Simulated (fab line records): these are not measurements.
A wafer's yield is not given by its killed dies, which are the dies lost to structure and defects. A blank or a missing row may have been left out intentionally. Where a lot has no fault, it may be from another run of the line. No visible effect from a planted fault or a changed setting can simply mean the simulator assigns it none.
fab line records ; flow nandHarc
[record] lots = 12; wafers = 36; lastDay = 33
route steps=1302 shown A_SGD_CUT@915 A_SLIT@943 A_WL_FILL@956 END@1302
lots that met no fault: taken from a fault-free run of the same line
startH: hours from the record's first day to the start of the lot's first wafer shown ; waitH: hours since the lot's step before ; " identical to the entry in the row above ; L1.1+2: a single row standing in for several wafers ; - no value, or no start given ; * or withheld: withheld ; < > ~ a bound
route shown NAME@n: names a module that has steps shown in the file, with the first one's number in the route ; usual: average and standard deviation across the fault-free wafers ; same: alike in all rows ; chamber/n: place in a boat ; sites: each site's reading ; _std_site: the values' standard deviation ; _edge_site: the outer-site mean with the inner-site mean subtracted ; radiusMm: for every site, how far away it sits from the centre of the wafer ; mask NAME#n: copy n ; behind: the tool/chamber that last shaped the wafer ; hold: what put the lot on hold/how long, in hours/how the hold closed ; device: names the non-switching transistor (n, p or np) ; end of line: the route-end tests of the same wafers ; for a step that has no rows: nothing shown but its recipe ; killed: count of dies lost to structure and defects at first sort (not the wafer's yield) ; map: a wafer's dies, x killed, . not, _ none there
set.NAME: the run value of the setting; set.NAME@STEP: its run value at that earlier step ; model.NAME: the simulator's own value behind a step, which no gauge read
a sample of lots followed through the steps of the route, with each step as a table and each wafer as a row
services: a tool's chamber out of use, with start hour (startH, from the record's first day; less than 0 if before it), hours out, and reason
[[steps]]
[step NHARC_A_SGD_CUT_CMP_21]
[recipe] targetThkNm = 148.19
[usual] motorCurrentA = 11.9/1.4; timeToEndpointS = 50/3.3
lot.wafer;tool;chamber;startH;waitH;motorCurrentA;timeToEndpointS
L124.4;cmp-01;3;456.99;0.4;11.6;47
L124.2;cmp-01;0;456.99;0.4;11.4;51
L124.3;cmp-01;1;456.99;0.4;13.5;56
L126.1;cmp-03;3;456.99;0.4;13.7;48
L126.5;cmp-03;2;456.99;0.4;11.5;51
L126.6;cmp-03;3;456.99;0.4;13.2;50
L130.3;cmp-01;3;501.65;0.4;10.7;43
L130.4;cmp-01;0;501.65;0.4;11.7;49
L130.6;cmp-01;2;501.65;0.4;12.3;50
L131.4;cmp-03;2;515.88;0.4;11.6;50
L131.5;cmp-03;0;515.88;0.4;13.0;47
L131.6;cmp-03;1;515.88;0.4;10.9;51
L132.1;cmp-02;1;534.88;0.4;13.3;58
L132.4;cmp-02;2;534.88;0.4;11.9;56
L132.5;cmp-02;1;534.88;0.4;13.9;58
L136.1;cmp-01;2;553.60;0.4;12.0;45
L136.2;cmp-01;3;553.60;0.4;10.9;44
L136.5;cmp-01;3;553.60;0.4;11.0;44
L135.4;cmp-02;1;553.62;0.4;13.6;53
L135.1;cmp-02;3;553.62;0.4;10.2;49
L135.5;cmp-02;1;553.62;0.4;13.6;53
L137.1;cmp-02;1;573.58;0.4;14.4;58
L137.2;cmp-02;2;573.58;0.4;11.3;53
L137.3;cmp-02;3;573.58;0.4;9.8;50
L144.1;cmp-03;3;654.12;0.4;13.9;47
L144.4;cmp-03;2;654.12;0.4;10.9;50
L144.5;cmp-03;0;654.12;0.4;12.6;48
L145.1;cmp-02;2;654.16;0.4;12.0;55
L145.4;cmp-02;3;654.16;0.4;10.2;46
L145.3;cmp-02;0;654.16;0.4;9.8;50
L146.2;cmp-02;2;665.36;0.4;11.5;51
L146.3;cmp-02;3;665.36;0.4;9.9;48
L146.1;cmp-02;0;665.36;0.4;10.3;50
L147.1;cmp-01;0;665.38;0.4;12.4;52
L147.5;cmp-01;3;665.38;0.4;11.4;45
L147.6;cmp-01;0;665.38;0.4;12.1;48
[step NHARC_A_SLIT_STRIP_18]
[recipe] o2FlowSccm = 500; arFlowSccm = 0; biasW = 0; chemistry = O2
[usual] drypumpMotorCurrentA = 5.6/0.31; mfcArSccm = 0.006/0.007; oesProductAu = 1.001/0.012; rfVppV = 57.7/0.97; showerheadPlenumPTorr = 3.54/0.14; throttleValvePct = 17.037/0.0086
lot.wafer;tool;chamber;startH;waitH;drypumpMotorCurrentA;mfcArSccm;oesProductAu;rfHoursCounterH;rfVppV;showerheadPlenumPTorr;throttleValvePct
L126.1;rieDiel-08;2;-;-;5.8;0.016;0.989;4.5;56.9;3.58;17.016
L126.5;rieDiel-08;0;-;-;5.7;0;0.979;-;57.0;3.63;17.047
L126.6;rieDiel-08;1;-;-;6.0;0;0.994;-;57.5;3.45;17.031
L124.2;rieDiel-11;0;-;-;5.7;0;0.985;3.2;57.4;3.69;17.036
L124.4;rieDiel-11;2;-;-;5.4;0;0.994;3.4;57.8;3.68;17.039
L124.3;rieDiel-11;3;-;-;5.5;0.006;1.002;3.8;59.3;3.58;17.031
L130.4;rieDiel-06;3;-;-;6.2;0.011;0.986;2.7;58.1;3.45;17.054
L130.3;rieDiel-06;0;-;-;5.4;0.006;0.994;1.3;55.5;3.54;17.035
L130.6;rieDiel-06;1;-;-;5.8;0;0.991;-;58.9;3.77;17.053
L131.4;rieDiel-08;0;-;-;5.7;0;0.992;5.5;59.1;3.63;17.037
L131.6;rieDiel-08;2;-;-;5.8;0.016;1.001;-;58.9;3.58;17.032
L131.5;rieDiel-08;3;-;-;5.7;0;1.007;-;58.5;3.32;17.025
L132.4;rieDiel-11;0;-;-;5.7;0;0.990;7.0;58.7;3.69;17.038
L132.1;rieDiel-11;1;-;-;5.0;0.020;1.007;7.6;57.8;3.45;17.029
L132.5;rieDiel-11;1;-;-;5.0;0.020;1.004;-;58.2;3.45;17.039
L136.1;rieDiel-06;0;-;-;5.4;0.006;0.991;4.8;58.8;3.54;17.037
L136.2;rieDiel-06;2;-;-;5.8;0.010;0.989;6.4;57.1;3.33;17.039
L136.5;rieDiel-06;1;-;-;5.8;0;1.001;-;56.0;3.77;17.034
L135.1;rieDiel-11;2;-;-;5.5;0;1.003;8.8;58.4;3.68;17.031
L135.4;rieDiel-11;0;-;-;5.7;0;0.993;8.6;56.7;3.69;17.035
L135.5;rieDiel-11;3;-;-;5.5;0.006;1.000;-;59.0;3.58;17.036
L137.3;rieDiel-11;1;-;-;5.0;0.020;1.009;11.2;56.8;3.45;17.045
L137.2;rieDiel-11;2;-;-;5.5;0;1.001;10.5;56.9;3.67;17.025
L137.1;rieDiel-11;3;-;-;5.4;0.006;0.993;9.6;58.1;3.58;17.043
L145.3;rieDiel-08;0;-;-;5.7;0;1.008;4.9;58.9;3.63;17.039
L145.1;rieDiel-08;1;-;-;6.0;0;1.022;4.0;58.7;3.45;17.027
L145.4;rieDiel-08;1;-;-;6.0;0;1.010;-;57.8;3.45;17.028
L144.1;rieDiel-11;3;-;-;5.4;0.006;1.017;2.9;57.5;3.58;17.031
L144.4;rieDiel-11;3;-;-;5.4;0.006;1.025;-;57.7;3.57;17.037
L144.5;rieDiel-11;1;-;-;5.0;0.020;1.013;-;57.1;3.45;17.018
L146.2;rieDiel-08;1;-;-;6.0;0;1.011;5.2;56.7;3.45;17.033
L146.3;rieDiel-08;3;-;-;5.7;0;1.005;5.5;55.6;3.32;17.039
L146.1;rieDiel-08;0;-;-;5.7;0;1.007;6.1;58.6;3.63;17.032
L147.1;rieDiel-06;1;-;-;5.8;0;1.004;0.7;57.5;3.77;17.026
L147.6;rieDiel-06;1;-;-;5.8;0;1.005;-;59.2;3.77;17.026
L147.5;rieDiel-06;2;-;-;5.8;0.010;1.008;-;57.4;3.32;17.045
[step NHARC_A_WL_FILL_CVD_03]
[recipe] targetThkA = 400; tempC = 300; pressureTorr = 40; wf6FlowSccm = 40; h2FlowSccm = 1600; arFlowSccm = 1560; timeS = 279; material = W
[usual] heaterPowerW = 479/24; mfcArSccm = 1560/4.6; throttleValvePct = 7.84/0.2
lot.wafer;tool;chamber;startH;waitH;heaterPowerW;mfcArSccm;sinceWetCleanH;throttleValvePct
L126.1;cvdW-01;0;476.61;0.1;455;1557;98;8.04
L126.6;cvdW-01;1;476.61;0.1;506;1552;-;8.10
L126.5;cvdW-01;0;476.61;0.1;450;1553;-;8.13
L124.2;cvdW-01;0;481.44;0.1;443;1558;102;7.65
L124.4;cvdW-01;1;481.44;0.1;505;1564;-;7.88
L124.3;cvdW-01;0;481.44;0.1;448;1559;-;7.93
L130.3;cvdW-01;1;528.70;0.2;498;1565;-;7.78
L130.4;cvdW-01;0;528.70;0.2;453;1567;-;8.07
L130.6;cvdW-01;1;528.70;0.2;530;1559;-;7.95
L131.4;cvdW-01;1;537.25;0.2;508;1561;-;7.85
L131.5;cvdW-01;0;537.25;0.2;450;1550;-;7.91
L131.6;cvdW-01;1;537.25;0.2;516;1560;-;7.90
L132.1;cvdW-02;1;554.51;0.1;459;1560;73;8.00
L132.4;cvdW-02;1;554.51;0.1;453;1569;-;7.84
L132.5;cvdW-02;1;554.51;0.1;464;1558;-;7.93
L136.1;cvdW-02;0;578.11;0.1;473;1559;96;7.79
L136.2;cvdW-02;1;578.11;0.1;462;1563;96;8.12
L136.5;cvdW-02;1;578.11;0.1;470;1562;-;7.62
L135.1;cvdW-02;0;578.42;0.2;462;1564;97;7.78
L135.4;cvdW-02;1;578.42;0.2;470;1562;-;7.68
L135.5;cvdW-02;0;578.42;0.2;477;1558;-;7.62
L137.2;cvdW-01;1;594.78;0.1;519;1565;35;7.62
L137.1;cvdW-01;0;594.78;0.1;480;1561;35;8.12
L137.3;cvdW-01;0;594.78;0.1;472;1559;-;7.63
L145.1;cvdW-02;1;674.16;0.1;435;1565;11;7.99
L145.3;cvdW-02;0;674.16;0.1;496;1560;-;7.73
L145.4;cvdW-02;1;674.16;0.1;462;1561;-;8.14
L144.1;cvdW-01;1;674.18;0.1;518;1558;114;7.69
L144.4;cvdW-01;1;674.18;0.1;514;1564;-;7.57
L144.5;cvdW-01;1;674.18;0.1;504;1557;-;7.43
L146.1;cvdW-01;0;685.68;0.1;471;1560;126;7.81
L146.2;cvdW-01;0;685.68;0.1;475;1560;-;7.46
L146.3;cvdW-01;0;685.68;0.1;478;1557;-;7.84
L147.1;cvdW-02;1;685.71;0.1;438;1551;23;8.00
L147.5;cvdW-02;0;685.71;0.1;493;1565;-;7.62
L147.6;cvdW-02;1;685.71;0.1;436;1554;-;7.94
[step NHARC_A_WL_FILL_ETCHBACK_26]
[recipe] targetDepthA = 520; timeS = 13.3; hbrFlowSccm = 150; rfW = 350; icpW = 350; biasW = 60; chemistry = HBr
[usual] drypumpMotorCurrentA = 5.6/0.41; heBacksideLeakSccm = 2.7/0.31; oesProductAu = 0.994/0.013; runLengthS = 34.5/0.38; throttleValvePct = 23.265/0.0094
lot.wafer;tool;chamber;startH;waitH;drypumpMotorCurrentA;heBacksideLeakSccm;oesProductAu;rfHoursCounterH;runLengthS;throttleValvePct
L124.2;rieSi-01;1;495.49;0.4;5.8;2.9;0.986;0.8;34.0;23.262
L124.3;rieSi-01;2;495.49;0.4;4.9;2.8;1.017;0.7;34.6;23.271
L124.4;rieSi-01;0;495.49;0.4;5.6;2.5;0.984;0.8;34.8;23.282
L126.1;rieSi-06;2;495.53;0.4;5.1;2.5;1.013;0.3;34.0;23.269
L126.5;rieSi-06;3;495.53;0.4;5.4;2.3;1.006;-;34.5;23.248
L126.6;rieSi-06;0;495.53;0.4;5.8;3.1;0.986;-;34.7;23.263
L130.3;rieSi-06;0;543.12;0.4;5.8;3.1;0.987;0.6;35.3;23.263
L130.4;rieSi-06;3;543.12;0.4;5.4;2.2;1.007;0.6;34.3;23.280
L130.6;rieSi-06;1;543.12;0.4;5.4;2.8;1.007;-;34.8;23.265
L131.6;rieSi-04;0;553.37;0.4;6.8;2.4;1.004;-;35.1;23.282
L131.5;rieSi-04;1;553.37;0.4;6.0;2.7;0.995;-;34.2;23.251
L131.4;rieSi-04;2;553.37;0.4;5.7;2.4;0.991;-;35.2;23.261
L132.1;rieSi-04;0;570.82;0.4;6.8;2.5;1.011;0.3;34.9;23.265
L132.4;rieSi-04;2;570.82;0.4;5.7;2.2;1.004;0.3;34.9;23.270
L132.5;rieSi-04;3;570.82;0.4;5.5;2.5;1.017;-;33.8;23.270
L135.1;rieSi-01;0;594.18;0.4;5.6;2.4;0.965;0.2;31.5;23.256
L135.4;rieSi-01;3;594.18;0.4;5.5;2.6;0.979;0.2;31.4;23.265
L135.5;rieSi-01;0;594.18;0.4;5.6;2.4;0.973;-;31.4;23.259
L136.2;rieSi-04;2;594.19;0.4;5.7;2.5;0.997;0.4;34.9;23.263
L136.1;rieSi-04;0;594.19;0.4;6.8;2.4;0.995;0.4;34.9;23.252
L136.5;rieSi-04;1;594.19;0.4;6.0;2.7;0.995;-;33.9;23.255
L137.2;rieSi-01;0;612.50;0.4;5.6;2.5;0.980;0.4;35.0;23.270
L137.1;rieSi-01;1;612.50;0.4;5.8;3.0;0.997;0.4;30.9;23.267
L137.3;rieSi-01;2;612.50;0.4;4.9;2.8;0.997;0.3;34.2;23.273
L144.1;rieSi-01;0;690.29;0.4;5.6;2.4;0.973;0.8;34.8;23.256
L144.4;rieSi-01;2;690.29;0.4;4.9;2.7;1.009;0.7;34.9;23.251
L144.5;rieSi-01;1;690.29;0.4;5.8;3.2;0.990;-;34.4;23.265
L145.4;rieSi-04;1;690.29;0.4;6.0;2.7;1.002;1.0;33.9;23.284
L145.1;rieSi-04;2;690.29;0.4;5.7;2.3;0.984;1.0;34.8;23.267
L145.3;rieSi-04;0;690.29;0.4;6.8;2.4;0.979;1.0;34.9;23.276
L147.1;rieSi-01;3;703.26;0.4;5.5;2.6;0.985;1.1;34.7;23.266
L147.5;rieSi-01;3;703.26;0.4;5.5;2.6;0.984;-;35.2;23.255
L147.6;rieSi-01;0;703.26;0.4;5.6;2.5;0.970;-;34.8;23.273
L146.3;rieSi-06;3;703.26;0.4;5.4;2.4;0.987;0.8;34.3;23.241
L146.1;rieSi-06;0;703.26;0.4;5.8;3.3;0.999;0.7;34.9;23.273
L146.2;rieSi-06;1;703.26;0.4;5.4;3.0;0.997;0.6;34.4;23.264
[step NHARC_END_SORT_01]
[recipe] tempC = 25
[usual] killedAtArray = 59/21; killedAtOther = 1.0/1.1; killedAtPeriphery = 4.0/2.6; killedDies = 64/21; killedOpen = 3.2/1.7; killedShort = 2.5/1.5
[same] grossDies = 677
lot.wafer;tool;chamber;startH;waitH;killedAtArray;killedAtOther;killedAtPeriphery;killedDies;killedOpen;killedShort
L137.3;prober-01;0;696.37;3.1;87;2;3;92;2;2
// killed by level:class
L137.3 A_CHANNEL_HOLE_D1:chamberFilmFlake=37 A_SLIT:chamberFilmFlake=33 A_SGD_CUT:chamberFilmFlake=5 A_DECK1_JOINT:chamberFilmFlake=4 A_CONTACT:chamberFilmFlake=3 P_BONDPAD:chamberFilmFlake=2 A_WL_FILL:chamberFilmFlake=2 A_CHANNEL_HOLE_D1:geometricParticle:short=1
[[services]]
tool;chamber;startH;hours;kind
cmp-02;-;446.64;4.6;repair
cvdW-02;-;468.75;13.0;pm
cmp-01;-;479.70;4.0;pm
rieSi-01;-;502.19;0.1;repair
cmp-02;-;512.96;2.0;repair
cvdW-01;0;514.72;4.0;repair
rieSi-01;-;520.89;0.3;repair
cmp-02;-;525.95;0.5;repair
cmp-02;-;526.50;4.0;pm
rieDiel-11;2;528.84;11.9;repair
cvdW-01;-;547.00;13.0;pm
rieSi-01;-;547.00;9.0;pm
rieDiel-11;-;609.58;9.0;pm
cmp-02;-;624.50;4.0;pm
rieSi-01;0;625.52;21.1;repair
rieSi-01;1;633.65;23.2;repair
rieSi-01;2;635.85;2.0;repair
cvdW-02;-;649.75;13.0;pm
rieDiel-11;3;651.18;4.8;repair
rieDiel-11;2;663.36;12.4;repair
rieSi-01;2;666.33;1.9;repair
cvdW-01;1;678.39;12.5;repair
rieSi-01;-;699.37;0.7;repair
cvdW-02;1;701.61;3.7;repair
[[key]]
[firstSign] step = NHARC_A_WL_FILL_ETCHBACK_26; reading = runLengthS; direction = down; sigmas = 8.6; usual = *; struck = *
effect none on later readings
metAt NHARC_A_WL_FILL_ETCHBACK_26
struckLots L135,L137
struckWafers L135.1,L135.4,L135.5,L137.1
testerLeftOut L135,L137
notActingAt NHARC_A_SGD_CUT_CMP_21,NHARC_A_SLIT_STRIP_18,NHARC_A_WL_FILL_CVD_03
onsetBetween 495.49 594.18
[fault] kind = processParameterDrift; tool = rieSi-01; chamber = -; onsetH = 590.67; steps = NHARC_A_WL_FILL_ETCHBACK_26; channel = timeS; offset = *; shape = step; endH = 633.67; scope = struckWafersOnly; actsIn = *; stated = *
// testerLeftOut: of these lots the tester's yield and bins aren't shown, on N5 and GAA mostly nor the transistor test; their killed dies are dies lost to structure and defects alone, not to doping, threshold or leakage, so they don't give the yield
